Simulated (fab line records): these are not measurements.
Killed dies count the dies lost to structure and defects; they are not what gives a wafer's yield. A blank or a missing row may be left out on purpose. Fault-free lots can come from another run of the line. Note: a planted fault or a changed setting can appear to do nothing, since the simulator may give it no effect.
Which tool is to blame? -- flow nand_harc -- 69 wafers from 23 lots sampled at 6 of the route's 1302 steps

== WHAT THE GAUGES SHOWED, per wafer ==
No reading from a measuring or inspecting step in the record can be judged against a usual standard deviation.

== WHICH TOOL RAN EACH LOT (tool, then ch and the chambers of the sampled wafers, then the start) ==
lot,NHARC_A_STAIRCASE_ETCH_170,NHARC_A_STAIRCASE_DESCUM_11,NHARC_A_STAIRCASE_TRIM_12,NHARC_A_STAIRCASE_TRIM_26,NHARC_A_STAIRCASE_ETCH_192,NHARC_A_STAIRCASE_ETCH_223
L074,"rie_diel-09 ch 0,1,2, day 15 10:10 or earlier","rie_diel-09 ch 0,1, day 15 10:10","rie_diel-09 ch 0,2, day 15 10:15","rie_diel-09 ch 0,1,2, no start","rie_diel-01 ch 1,3, no start","rie_diel-09 ch 0,1,2, no start"
L075,"rie_diel-01 ch 0,1, day 15 20:53 or earlier","rie_diel-09 ch 0,1,3, day 15 20:53","rie_diel-09 ch 0,2,3, day 15 21:07","rie_diel-01 ch 2,3, no start","rie_diel-06 ch 1,3, no start","rie_diel-09 ch 0,1,3, no start"
L078,"rie_diel-09 ch 2,3, day 16 22:59 or earlier","rie_diel-06 ch 0,2,3, day 16 22:59","rie_diel-06 ch 1,2,3, day 16 23:04","rie_diel-09 ch 1,3, no start","rie_diel-06 ch 1,2,3, no start","rie_diel-06 ch 0,1,2, no start"
L077,"rie_diel-06 ch 1,2,3, day 17 02:26 or earlier","rie_diel-06 ch 0,2,3, day 17 02:26","rie_diel-06 ch 0,2,3, day 17 02:31","rie_diel-06 ch 1,3, no start","rie_diel-06 ch 0,2,3, no start","rie_diel-01 ch 1,2,3, no start"
L076,"rie_diel-09 ch 1,2,3, day 17 02:38 or earlier","rie_diel-06 ch 0,1,2, day 17 02:38","rie_diel-06 ch 0,1, day 17 02:42","rie_diel-06 ch 0,2,3, no start","rie_diel-09 ch 0,1,2, no start","rie_diel-09 ch 0,3, no start"
L080,"rie_diel-01 ch 0,1, day 18 15:01 or earlier","rie_diel-01 ch 0,1,2, day 18 15:01","rie_diel-01 ch 0,1,3, day 18 15:07","rie_diel-01 ch 1,2,3, no start","rie_diel-06 ch 0,2,3, no start","rie_diel-09 ch 2,3, no start"
L081,"rie_diel-01 ch 1,2,3, day 18 19:37 or earlier","rie_diel-01 ch 0,1, day 18 19:37","rie_diel-01 ch 2,3, day 18 19:42","rie_diel-01 ch 0,3, no start","rie_diel-01 ch 0,1, no start","rie_diel-06 ch 0,1,3, no start"
L082,"rie_diel-01 ch 1,2, day 19 15:55 or earlier","rie_diel-01 ch 1,2,3, day 19 15:55","rie_diel-01 ch 1,2,3, day 19 16:02","rie_diel-01 ch 0,1, no start","rie_diel-01 ch 1,2, no start","rie_diel-01 ch 2,3, no start"
L083,"rie_diel-06 ch 1,2, day 19 16:12 or earlier","rie_diel-06 ch 0,3, day 19 16:12","rie_diel-06 ch 1,2,3, day 19 16:18","rie_diel-06 ch 0,3, no start","rie_diel-06 ch 0,3, no start","rie_diel-01 ch 0,3, no start"
L084,"rie_diel-06 ch 0,1,2, day 20 03:50 or earlier","rie_diel-09 ch 1,2,3, day 20 03:50","rie_diel-09 ch 1,2,3, day 20 03:59","rie_diel-09 ch 1,2,3, no start","rie_diel-01 ch 2,3, no start","rie_diel-06 ch 1,2,3, no start"
L085,"rie_diel-01 ch 0,2, day 20 04:05 or earlier","rie_diel-01 ch 0,1, day 20 04:05","rie_diel-01 ch 1,2,3, day 20 04:10","rie_diel-01 ch 0,1,2, no start","rie_diel-06 ch 0,1,3, no start","rie_diel-01 ch 0,1,3, no start"
L087,"rie_diel-01 ch 0,1,2, day 20 18:25 or earlier","rie_diel-09 ch 1,2,3, day 20 18:25","rie_diel-09 ch 0,1,2, day 20 18:31","rie_diel-06 ch 0,1,2, no start","rie_diel-01 ch 0,2,3, no start","rie_diel-09 ch 0,2,3, no start"
L086,"rie_diel-09 ch 1,2,3, day 20 18:32 or earlier","rie_diel-01 ch 1,2,3, day 20 18:32","rie_diel-01 ch 0,1, day 20 18:36","rie_diel-09 ch 0,1,3, no start","rie_diel-06 ch 0,3, no start","rie_diel-01 ch 0,2,3, no start"
L089,"rie_diel-06 ch 0,1, day 22 04:04 or earlier","rie_diel-01 ch 0,1,3, day 22 04:04","rie_diel-01 ch 1,2, day 22 04:09","rie_diel-01 ch 1,2, no start","rie_diel-09 ch 1,2, no start","rie_diel-09 ch 0,2,3, no start"
L088,"rie_diel-06 ch 0,2, day 22 04:13 or earlier","rie_diel-06 ch 1,2,3, day 22 04:13","rie_diel-06 ch 0,2,3, day 22 04:20","rie_diel-06 ch 1,2, no start","rie_diel-06 ch 0,1,2, no start","rie_diel-01 ch 1,2, no start"
L090,"rie_diel-01 ch 1,2,3, day 22 14:53 or earlier","rie_diel-06 ch 0,1,3, day 22 14:53","rie_diel-06 ch 0,2,3, day 22 14:58","rie_diel-09 ch 1,2,3, no start","rie_diel-09 ch 0,1,2, no start","rie_diel-09 ch 0,1,3, no start"
L091,"rie_diel-09 ch 0,1,2, day 22 15:27 or earlier","rie_diel-01 ch 1,2,3, day 22 15:27","rie_diel-01 ch 1,2,3, day 22 15:32","rie_diel-01 ch 0,1,3, no start","rie_diel-01 ch 0,1,3, no start","rie_diel-06 ch 0,1,2, no start"
L092,"rie_diel-01 ch 0,2,3, day 23 00:17 or earlier","rie_diel-01 ch 0,3, day 23 00:17","rie_diel-01 ch 0,1, day 23 00:22","rie_diel-09 ch 0,1, no start","rie_diel-01 ch 0,2, no start","rie_diel-01 ch 1,2, no start"
L093,"rie_diel-09 ch 0,1,2, day 23 15:55 or earlier","rie_diel-01 ch 0,1,2, day 23 15:55","rie_diel-01 ch 0,1,2, day 23 16:01","rie_diel-01 ch 0,1, no start","rie_diel-06 ch 0,1,3, no start","rie_diel-01 ch 0,1,2, no start"
L095,"rie_diel-06 ch 1,2,3, day 24 15:10 or earlier","rie_diel-06 ch 1,2,3, day 24 15:10","rie_diel-06 ch 0,1,3, day 24 15:15","rie_diel-06 ch 0,1,3, no start","rie_diel-01 ch 1,2,3, no start","rie_diel-06 ch 0,1,2, no start"
L094,"rie_diel-06 ch 2,3, day 24 15:28 or earlier","rie_diel-01 ch 0,1,2, day 24 15:28","rie_diel-01 ch 0,1, day 24 15:34","rie_diel-01 ch 1,2, no start","rie_diel-06 ch 0,1, no start","rie_diel-09 ch 0,1,3, no start"
L096,"rie_diel-09 ch 0,2, day 24 21:28 or earlier","rie_diel-09 ch 0,1,3, day 24 21:28","rie_diel-09 ch 0,1,3, day 24 21:33","rie_diel-01 ch 0,1,2, no start","rie_diel-06 ch 2,3, no start","rie_diel-01 ch 0,2,3, no start"
L097,"rie_diel-06 ch 0,1, day 25 11:35 or earlier","rie_diel-01 ch 0,2, day 25 11:35","rie_diel-01 ch 0,1,3, day 25 11:41","rie_diel-01 ch 0,1, no start","rie_diel-09 ch 1,2,3, no start","rie_diel-09 ch 0,1,2, no start"
- NHARC_A_STAIRCASE_ETCH_170: etches the open film in C4F6/O2, target depth 200 nm, time 66.667 s.
- NHARC_A_STAIRCASE_DESCUM_11: chemistry O2, time 3 s.
- NHARC_A_STAIRCASE_TRIM_12: chemistry O2, time 211.2 s.
- NHARC_A_STAIRCASE_TRIM_26: chemistry O2, time 211.2 s.
- NHARC_A_STAIRCASE_ETCH_192: etches the open film in C4F8/O2, target depth 100 nm, time 40.5 s.
- NHARC_A_STAIRCASE_ETCH_223: etches the open film in C4F8/O2, target depth 100 nm, time 40.5 s.

== AS READ BY THE TOOLS THEMSELVES (means over the sampled wafers that have a number; for cases with no such wafer, the mark the record gives instead) ==
NHARC_A_STAIRCASE_ETCH_170.
lot,tool,drypump_motor_current_A (A),oes_product_au (a.u.),rf_vpp_V (V),showerhead_plenum_p_Torr (Torr),throttle_valve_pct (%)
L074,rie_diel-09,5.9,0.961,544.7,3.83,26.897
L075,rie_diel-01,5.4,0.983,546.0,3.91,26.905
L078,rie_diel-09,5.8,0.946,548.5,3.99,26.900
L077,rie_diel-06,5.6,0.968,546.2,3.91,26.906
L076,rie_diel-09,5.9,0.970,546.2,3.91,26.900
L080,rie_diel-01,5.4,0.974,547.0,3.90,26.895
L081,rie_diel-01,5.3,0.978,544.2,3.81,26.905
L082,rie_diel-01,5.5,0.973,544.4,3.81,26.899
L083,rie_diel-06,5.5,0.974,547.9,3.99,26.903
L084,rie_diel-06,5.5,0.962,546.3,3.93,26.907
L085,rie_diel-01,5.8,0.970,544.1,3.75,26.908
L087,rie_diel-01,5.5,0.987,546.3,3.85,26.902
L086,rie_diel-09,6.0,0.971,547.3,3.89,26.908
L089,rie_diel-06,5.7,0.993,547.3,3.89,26.902
L088,rie_diel-06,5.2,0.966,545.6,3.90,26.908
L090,rie_diel-01,5.3,0.981,544.4,3.80,26.904
L091,rie_diel-09,5.9,0.967,543.8,3.79,26.902
L092,rie_diel-01,5.6,0.967,543.4,3.75,26.907
L093,rie_diel-09,5.9,0.980,544.9,3.79,26.906
L095,rie_diel-06,5.6,0.985,546.8,3.89,26.912
L094,rie_diel-06,5.6,0.965,543.5,3.81,26.899
L096,rie_diel-09,5.8,0.978,544.4,3.77,26.902
L097,rie_diel-06,5.8,0.984,546.6,3.93,26.901

NHARC_A_STAIRCASE_DESCUM_11.
lot,tool,drypump_motor_current_A (A),oes_product_au (a.u.),rf_vpp_V (V),showerhead_plenum_p_Torr (Torr),throttle_valve_pct (%)
L074,rie_diel-09,5.9,0.997,58.0,1.82,11.318
L075,rie_diel-09,5.9,0.993,57.4,1.87,11.305
L078,rie_diel-06,5.6,0.995,57.3,1.88,11.321
L077,rie_diel-06,5.5,1.005,56.4,1.88,11.310
L076,rie_diel-06,5.5,0.994,57.5,1.93,11.324
L080,rie_diel-01,5.5,1.001,57.4,1.88,11.313
L081,rie_diel-01,5.1,1.003,58.3,1.93,11.307
L082,rie_diel-01,5.3,1.001,57.2,1.85,11.310
L083,rie_diel-06,5.8,0.993,57.6,1.86,11.319
L084,rie_diel-09,6.0,0.994,58.0,1.89,11.316
L085,rie_diel-01,5.1,1.008,57.9,1.92,11.306
L087,rie_diel-09,5.9,0.997,57.4,1.89,11.311
L086,rie_diel-01,5.3,1.001,58.0,1.85,11.307
L089,rie_diel-01,5.2,1.004,57.0,1.87,11.306
L088,rie_diel-06,5.6,1.003,56.9,1.90,11.308
L090,rie_diel-06,5.8,0.998,58.6,1.88,11.314
L091,rie_diel-01,5.3,0.999,57.9,1.85,11.309
L092,rie_diel-01,5.6,1.002,57.3,1.84,11.307
L093,rie_diel-01,5.5,0.991,57.7,1.87,11.308
L095,rie_diel-06,5.6,1.009,58.3,1.89,11.311
L094,rie_diel-01,5.5,1.007,58.5,1.86,11.305
L096,rie_diel-09,5.9,1.000,58.0,1.85,11.324
L097,rie_diel-01,5.8,1.005,57.5,1.84,11.319

NHARC_A_STAIRCASE_TRIM_12.
lot,tool,drypump_motor_current_A (A),oes_product_au (a.u.),rf_vpp_V (V),showerhead_plenum_p_Torr (Torr),throttle_valve_pct (%)
L074,rie_diel-09,5.8,0.992,57.9,3.49,17.035
L075,rie_diel-09,5.8,0.996,57.6,3.51,17.041
L078,rie_diel-06,5.6,1.004,57.9,3.52,17.034
L077,rie_diel-06,5.6,0.995,57.8,3.47,17.042
L076,rie_diel-06,5.8,1.007,58.0,3.52,17.039
L080,rie_diel-01,5.2,1.004,58.3,3.47,17.022
L081,rie_diel-01,5.5,1.003,56.7,3.34,17.041
L082,rie_diel-01,5.3,1.000,58.0,3.42,17.035
L083,rie_diel-06,5.6,1.002,57.5,3.51,17.037
L084,rie_diel-09,5.9,0.986,57.5,3.50,17.047
L085,rie_diel-01,5.3,1.004,57.5,3.42,17.036
L087,rie_diel-09,5.9,1.004,57.8,3.41,17.023
L086,rie_diel-01,5.4,1.007,57.4,3.50,17.042
L089,rie_diel-01,5.5,0.983,57.4,3.41,17.047
L088,rie_diel-06,5.6,1.009,57.5,3.45,17.040
L090,rie_diel-06,5.6,1.005,57.0,3.45,17.050
L091,rie_diel-01,5.3,1.005,56.8,3.41,17.033
L092,rie_diel-01,5.4,0.998,58.0,3.49,17.033
L093,rie_diel-01,5.5,0.991,58.7,3.45,17.042
L095,rie_diel-06,5.8,1.007,57.4,3.46,17.033
L094,rie_diel-01,5.1,1.003,58.3,3.53,17.039
L096,rie_diel-09,5.9,1.001,58.1,3.42,17.036
L097,rie_diel-01,5.3,1.010,57.0,3.44,17.041

NHARC_A_STAIRCASE_TRIM_26.
lot,tool,drypump_motor_current_A (A),oes_product_au (a.u.),rf_vpp_V (V),showerhead_plenum_p_Torr (Torr),throttle_valve_pct (%)
L074,rie_diel-09,5.9,0.988,57.7,3.44,17.035
L075,rie_diel-01,5.5,1.002,58.1,3.35,17.043
L078,rie_diel-09,6.1,0.988,58.2,3.46,17.048
L077,rie_diel-06,5.8,1.002,57.9,3.54,17.039
L076,rie_diel-06,5.5,0.999,58.1,3.47,17.033
L080,rie_diel-01,5.3,1.002,57.2,3.43,17.033
L081,rie_diel-01,5.5,1.000,57.6,3.42,17.033
L082,rie_diel-01,5.4,1.001,57.6,3.51,17.038
L083,rie_diel-06,5.8,1.009,58.0,3.43,17.031
L084,rie_diel-09,5.9,0.995,57.7,3.50,17.027
L085,rie_diel-01,5.5,0.999,57.5,3.46,17.033
L087,rie_diel-06,5.6,1.012,57.5,3.53,17.040
L086,rie_diel-09,5.9,0.998,57.2,3.44,17.029
L089,rie_diel-01,5.2,0.995,58.2,3.50,17.032
L088,rie_diel-06,5.5,1.005,58.5,3.58,17.030
L090,rie_diel-09,5.9,0.995,58.4,3.49,17.028
L091,rie_diel-01,5.3,0.993,57.2,3.46,17.038
L092,rie_diel-09,5.9,1.011,58.1,3.35,17.039
L093,rie_diel-01,5.4,0.993,58.2,3.49,17.039
L095,rie_diel-06,5.8,1.007,57.4,3.46,17.036
L094,rie_diel-01,5.2,1.005,57.9,3.49,17.039
L096,rie_diel-01,5.5,1.007,57.0,3.44,17.032
L097,rie_diel-01,5.1,1.005,57.7,3.52,17.033

NHARC_A_STAIRCASE_ETCH_192.
lot,tool,oes_product_au (a.u.),rf_vpp_V (V)
L074,rie_diel-01,0.944,893
L075,rie_diel-06,0.941,894
L078,rie_diel-06,0.937,895
L077,rie_diel-06,0.952,894
L076,rie_diel-09,0.934,892
L080,rie_diel-06,0.941,894
L081,rie_diel-01,0.941,895
L082,rie_diel-01,0.948,896
L083,rie_diel-06,0.943,891
L084,rie_diel-01,0.935,889
L085,rie_diel-06,0.950,894
L087,rie_diel-01,0.942,890
L086,rie_diel-06,0.952,891
L089,rie_diel-09,0.941,892
L088,rie_diel-06,0.941,896
L090,rie_diel-09,0.934,892
L091,rie_diel-01,0.943,893
L092,rie_diel-01,0.946,889
L093,rie_diel-06,0.950,894
L095,rie_diel-01,0.951,891
L094,rie_diel-06,0.949,894
L096,rie_diel-06,0.937,892
L097,rie_diel-09,0.940,894

NHARC_A_STAIRCASE_ETCH_223.
lot,tool,oes_product_au (a.u.),rf_vpp_V (V)
L074,rie_diel-09,0.926,893
L075,rie_diel-09,0.945,893
L078,rie_diel-06,0.946,897
L077,rie_diel-01,0.952,892
L076,rie_diel-09,0.940,894
L080,rie_diel-09,0.925,897
L081,rie_diel-06,0.949,894
L082,rie_diel-01,0.934,889
L083,rie_diel-01,0.941,890
L084,rie_diel-06,0.930,895
L085,rie_diel-01,0.943,894
L087,rie_diel-09,0.937,895
L086,rie_diel-01,0.941,891
L089,rie_diel-09,0.941,894
L088,rie_diel-01,0.949,895
L090,rie_diel-09,0.954,893
L091,rie_diel-06,0.947,895
L092,rie_diel-01,0.943,894
L093,rie_diel-01,0.928,893
L095,rie_diel-06,0.957,895
L094,rie_diel-09,0.950,892
L096,rie_diel-01,0.945,890
L097,rie_diel-09,0.954,891

== THE ANSWER, worked out from the rows above alone ==
Rule: usual is defined by the lots themselves. Put in order of their means at a reading, lots are off if they are a third of the lots or fewer, leave a main group of 4 or more, and stand apart from it by a gap of 3 or more times the standard deviation of the main group's means; of several such gaps the widest counts. A main group is skipped when, at the precision printed for the reading in the tables above, its means are all equal. Also off: a lot with no number at a reading for which 4 or more lots have one. All remaining lots with rows at the step are treated as sound. Order of review: gauges by route order, followed by the tools' own readings, for which a lot's mean as printed above is used. The first step at which some lot is off is used, and at that step the reading that is off furthest; a lot without a number counts as furthest.
Across all readings shown, no lot is off: no conclusion can be drawn from this.

== WHAT THE SIMULATOR PUT IN ==
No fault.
